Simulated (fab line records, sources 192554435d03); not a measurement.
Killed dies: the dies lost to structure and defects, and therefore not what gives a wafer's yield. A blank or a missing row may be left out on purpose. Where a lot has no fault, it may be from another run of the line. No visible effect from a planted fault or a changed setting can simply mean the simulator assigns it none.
Problem report in the 8D (eight disciplines) form, filled by code + flow n5_finfet + the parts of the form that need people (team, actions taken, sign-off) are left out

1. THE ISSUE
Mean of cathode_dc_power_W at N5_BEOL_M6_SPUTTER_48: 18039 W across 9 wafers in 3 lots; on wafers with no fault it is 26001 W (standard deviation 4.6). So: -99 or more standard deviations from the usual mean.
The step: material Cu, target thk 10 nm, time 1.667 s.
Earliest sighting: wafer L376.1 on pvd_sputter-02 at day 12 13:02. The record holds 33 wafers of 11 lots with a number at this step. Rule for "out" (also "out of limits"): further than 4 standard deviations from the usual mean. All remaining wafers that have a number are taken as sound.

2. WHAT THIS IS AND IS NOT
| question                    | is                     | is not                                                                    |
|-----------------------------|------------------------|---------------------------------------------------------------------------|
| which readings at this step | cathode_dc_power_W     | substrate_temp_c, throttle_valve_pct                                      |
| which lots                  | L376, L377, L378       | L365, L368, L369, L370, L373, L375, L382, L385                            |
| which wafers of those lots  | all that have a number | -                                                                         |
| read on which tools         | pvd_sputter-02         | pvd_sputter-01, pvd_sputter-03                                            |
| when                        | from day 12 13:02      | up to then (18 sound wafers); but 6 sound wafers of L382, L385 came after |

3. SUSPECTS, AND WHAT RULES EACH OUT
Counting: a tool at a process step up to the reading stays a suspect if it ran every lot that is out and no sound lot after the first of them.
- pvd_sputter-02 at N5_BEOL_M6_SPUTTER_48 (material Cu, target thk 10 nm, time 1.667 s): kept. Every lot that is out went through it, starting with L376 (day 12 13:02), and after that it ran no sound lot; the last sound lot it ran before then is L375 (day 12 12:44). Its own cathode_dc_power_W readings are out on those wafers.
After counting, what remains is pvd_sputter-02 at N5_BEOL_M6_SPUTTER_48.

4. THE CAUSE (what the simulator had put in)
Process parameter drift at N5_BEOL_M6_SPUTTER_48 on pvd_sputter-02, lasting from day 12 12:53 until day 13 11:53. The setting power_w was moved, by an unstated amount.
Counting left only this tool.

5. THE CHAIN OF EFFECTS, in route order
Rows list readings where the struck wafers' mean (over those with a number) sits beyond 3 standard deviations from the usual. Only readings for which the record gives a usual standard deviation are gone through. hours: the time from each lot's start at the first step in this table that gives one to its start at this step, as a median over the lots. sigmas: the change in usual standard deviations.
| hours | step                    | reading            | usual   | on struck wafers | change | sigmas      |
|-------|-------------------------|--------------------|---------|------------------|--------|-------------|
| 0     | N5_BEOL_M6_SPUTTER_48   | cathode_dc_power_W | 26001 W | 18039            | -7962  | -99 or more |
| 85    | N5_PASSIVATION_PROBE_49 | killed_at_M4_up    | 13      | 32               | +19    | +3.2        |
Process steps it contains:
- N5_BEOL_M6_SPUTTER_48: material Cu, target thk 10 nm, time 1.667 s.
- N5_PASSIVATION_PROBE_49

6. HOW IT WOULD HAVE BEEN CAUGHT EARLIER
The fault began at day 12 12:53; the first out-of-limits reading in this record came at day 12 13:02, 0 hours later.
